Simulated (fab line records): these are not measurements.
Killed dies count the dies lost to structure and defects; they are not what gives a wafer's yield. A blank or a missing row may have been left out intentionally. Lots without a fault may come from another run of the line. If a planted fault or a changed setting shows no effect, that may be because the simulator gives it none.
Which tool is to blame? ; flow nandHarc ; Sampling: 13 lots, 39 wafers, 5 of 1302 route steps

== WHAT THE GAUGES READ, wafer by wafer ==
NHARC_END_SORT_01. Usual: killedAtArray 60, standard deviation 21; killedAtOther 1.0, standard deviation 1.2; killedAtPeriphery 4.2, standard deviation 2.8; killedDies 65, standard deviation 20; killedOpen 3.1, standard deviation 1.8; killedShort 2.6, standard deviation 1.6.
lot;measured;on;killedAtArray;killedAtOther;killedAtPeriphery;killedDies;killedOpen;killedShort;flag
L285;day 24 03:50;prober-02;99 101 81;0 0 0;4 2 3;103 103 84;6 3 3;2 5 3;
L297;day 28 17:43;prober-01;73 677 675;0 0 0;3 0 0;76 677 675;2 1 1;4 2 2;OFF
L298;day 29 22:07;prober-01;675 670 670;0 0 0;2 7 7;677 677 677;4 2 1;2 5 2;OFF

== WHAT TOOL EACH LOT RAN ON (gives the tool, then ch and the chambers of the sampled wafers, and finally the start) ==
lot;NHARC_A_STAIRCASE_DEP_325;NHARC_THIN_TSV_ETCH_44;NHARC_THIN_TSV_PVD_51;NHARC_THIN_TSV_CMP_21
L285;pecvd-03 ch 1,2, day 18 09:15;rieDiel-02 ch 1,3, day 23 13:01;pvdSputter-01, day 23 17:26 or earlier;cmp-04 ch 0,2,3, day 23 17:26
L286;pecvd-02 ch 0,1,2, day 18 20:14;rieDiel-13 ch 1,2,3, day 24 03:02;pvdSputter-03, day 24 07:25 or earlier;cmp-04 ch 1,3, day 24 07:25
L287;pecvd-03 ch 0,1,2, day 18 20:20;rieDiel-02 ch 2,3, day 24 04:26;pvdSputter-02, day 24 08:27 or earlier;cmp-01 ch 1,2, day 24 08:27
L288;pecvd-01 ch 0,2, day 19 09:28;rieDiel-02 ch 1,2,3, day 24 13:37;pvdSputter-01, day 24 18:14 or earlier;cmp-04 ch 0,1,3, day 24 18:14
L291;pecvd-03 ch 0,1,2, day 20 09:25;rieDiel-02 ch 0,2, day 25 19:16;pvdSputter-02, day 25 23:21 or earlier;cmp-02 ch 2,3, day 25 23:21
L290;pecvd-02 ch 0, day 20 09:34;rieDiel-11 ch 0,3, day 25 20:32;pvdSputter-02, day 26 00:40 or earlier;cmp-04 ch 1,2,3, day 26 00:40
L292;pecvd-03 ch 1,2, day 21 04:49;rieDiel-02 ch 0,2,3, day 26 07:29;pvdSputter-03, day 26 11:41 or earlier;cmp-04 ch 0,2,3, day 26 11:41
L297;pecvd-03 ch 0,2, day 22 22:46;rieDiel-13 ch 0, day 28 00:02;pvdSputter-03, day 28 03:55 or earlier;cmp-04 ch 1, day 28 03:55
L298;pecvd-03 ch 0,1,2, day 23 18:59;-;-;-
L300;pecvd-01 ch 0,1, day 23 23:21;rieDiel-02 ch 0,1,3, day 28 22:58;pvdSputter-03, day 29 02:54 or earlier;cmp-02 ch 2,3, day 29 02:54
L307;pecvd-02 ch 0,2, day 27 01:19;rieDiel-11 ch 2,3, day 32 12:50;pvdSputter-03, day 32 17:02 or earlier;cmp-02 ch 0,1,3, day 32 17:02
L306;pecvd-03 ch 0,1,2, day 27 04:56;rieDiel-11 ch 1,2,3, day 32 14:07;pvdSputter-02, day 32 18:35 or earlier;cmp-02 ch 0,3, day 32 18:35
L308;pecvd-03 ch 0,1,2, day 27 20:43;rieDiel-11 ch 0,3, day 33 00:37;pvdSputter-02, day 33 04:52 or earlier;cmp-04 ch 0,1,3, day 33 04:52
- NHARC_A_STAIRCASE_DEP_325: deposits SiO2, target thk 7200 nm.
- NHARC_THIN_TSV_ETCH_44: etches the open film in CF4/O2, target depth 1594.2 nm, time 797.1 s.
- NHARC_THIN_TSV_PVD_51: deposits Cu, target thk 100 nm.
- NHARC_THIN_TSV_CMP_21: polishes, t overpolish 30 s, target thk 2000 nm.

== AS READ BY THE TOOLS THEMSELVES (means over the sampled wafers that have a number; for cases with no such wafer, the mark the record gives instead) ==
NHARC_A_STAIRCASE_DEP_325. Usual: heaterPowerW 616 W, standard deviation 70; mfcPrecursorSccm 200.0 sccm, standard deviation 0.61.
lot;tool;heaterPowerW (W);mfcPrecursorSccm (sccm);flag
L285;pecvd-03;590;199.9;
L286;pecvd-02;651;199.8;
L287;pecvd-03;584;200.3;
L288;pecvd-01;600;200.5;
L291;pecvd-03;602;199.6;
L290;pecvd-02;586;200.0;
L292;pecvd-03;606;199.7;
L297;pecvd-03;608;200.5;
L298;pecvd-03;615;200.3;
L300;pecvd-01;578;200.1;
L307;pecvd-02;603;199.8;
L306;pecvd-03;659;199.6;
L308;pecvd-03;673;200.2;

NHARC_THIN_TSV_ETCH_44. Usual: drypumpMotorCurrentA 6.06 A, standard deviation 0.27; oesProductAu 1.000 a.u., standard deviation 0.0085; rfVppV 798 V, standard deviation 3.6; showerheadPlenumPTorr 1.89 Torr, standard deviation 0.058; throttleValvePct 16.915 %, standard deviation 0.0086.
lot;tool;drypumpMotorCurrentA (A);oesProductAu (a.u.);rfVppV (V);showerheadPlenumPTorr (Torr);throttleValvePct (%);flag
L285;rieDiel-02;6.21;0.990;802;1.95;16.916;
L286;rieDiel-13;5.98;1.004;798;1.90;16.920;
L287;rieDiel-02;6.09;1.001;801;1.94;16.904;
L288;rieDiel-02;6.17;0.997;801;1.94;16.919;
L291;rieDiel-02;5.92;1.003;798;1.90;16.917;
L290;rieDiel-11;5.93;0.996;798;1.87;16.916;
L292;rieDiel-02;5.97;0.998;799;1.91;16.919;
L297;rieDiel-13;6.53;1.008;790;1.78;16.905;
L300;rieDiel-02;6.10;0.990;799;1.91;16.907;
L307;rieDiel-11;5.80;0.995;798;1.89;16.907;
L306;rieDiel-11;5.93;0.991;796;1.88;16.917;
L308;rieDiel-11;5.90;0.990;795;1.83;16.922;

NHARC_THIN_TSV_PVD_51. Usual: chamberPressurePa 4.999 Pa, standard deviation 0.0098; throttleValvePct 29.8 %, standard deviation 1.1.
lot;tool;chamberPressurePa (Pa);throttleValvePct (%);flag
L285;pvdSputter-01;5.000;29.9;
L286;pvdSputter-03;5.002;30.3;
L287;pvdSputter-02;4.999;30.7;
L288;pvdSputter-01;5.005;29.4;
L291;pvdSputter-02;4.989;29.8;
L290;pvdSputter-02;4.993;29.5;
L292;pvdSputter-03;5.003;30.5;
L297;pvdSputter-03;4.999;30.0;
L300;pvdSputter-03;4.993;28.2;
L307;pvdSputter-03;5.003;29.4;
L306;pvdSputter-02;4.991;29.7;
L308;pvdSputter-02;4.997;30.1;

NHARC_THIN_TSV_CMP_21. Usual: motorCurrentA 12.1 A, standard deviation 0.72; overpolishRunS 30.000 s, standard deviation 0.0084; slurryFilterDpKPa 13.49 kPa, standard deviation 0.13.
lot;tool;motorCurrentA (A);overpolishRunS (s);slurryFilterDpKPa (kPa);flag
L285;cmp-04;11.7;30.001;13.55;
L286;cmp-04;12.2;30.009;13.51;
L287;cmp-01;13.1;29.996;13.63;
L288;cmp-04;12.0;29.992;13.33;
L291;cmp-02;12.3;30.005;13.37;
L290;cmp-04;11.9;30.005;13.44;
L292;cmp-04;11.6;29.997;13.49;
L297;cmp-04;11.9;29.996;13.68;
L300;cmp-02;12.1;30.002;13.47;
L307;cmp-02;12.1;29.994;13.46;
L306;cmp-02;13.2;30.000;13.53;
L308;cmp-04;12.2;30.004;13.36;

== THE ANSWER, worked out from the rows above alone ==
Rule: lot off if the mean of its wafers having a number is beyond 3 standard deviations from the usual mean. A lot without any number at a reading at which 4 lots or more have one is off too. The other lots that the step has rows for count as sound. First the gauges in route order, then the tools' own readings, where a lot's mean is used as printed above. At the first step where some lot is off, the reading lying furthest off is the one used; lots without a number count as furthest.
Off, at NHARC_END_SORT_01 on killedDies: L297, L298. Neither off nor sound, because the step has no rows for them: L286, L287, L288, L291, L290, L292, L300, L307, L306, L308.
A tool fits if, at a process step before that reading, it ran every lot that is off, and no sound lot after the first of them. Those tools and the gauges at NHARC_END_SORT_01 are tried in the same way. Because NHARC_THIN_TSV_PVD_51 lacks a start for some lots, the hours and order of its lots are taken from NHARC_THIN_TSV_CMP_21. Can't be told from this: 2 tools fit, pecvd-03 at NHARC_A_STAIRCASE_DEP_325, prober-01 at NHARC_END_SORT_01.

== WHAT THE SIMULATOR HAD INSERTED ==
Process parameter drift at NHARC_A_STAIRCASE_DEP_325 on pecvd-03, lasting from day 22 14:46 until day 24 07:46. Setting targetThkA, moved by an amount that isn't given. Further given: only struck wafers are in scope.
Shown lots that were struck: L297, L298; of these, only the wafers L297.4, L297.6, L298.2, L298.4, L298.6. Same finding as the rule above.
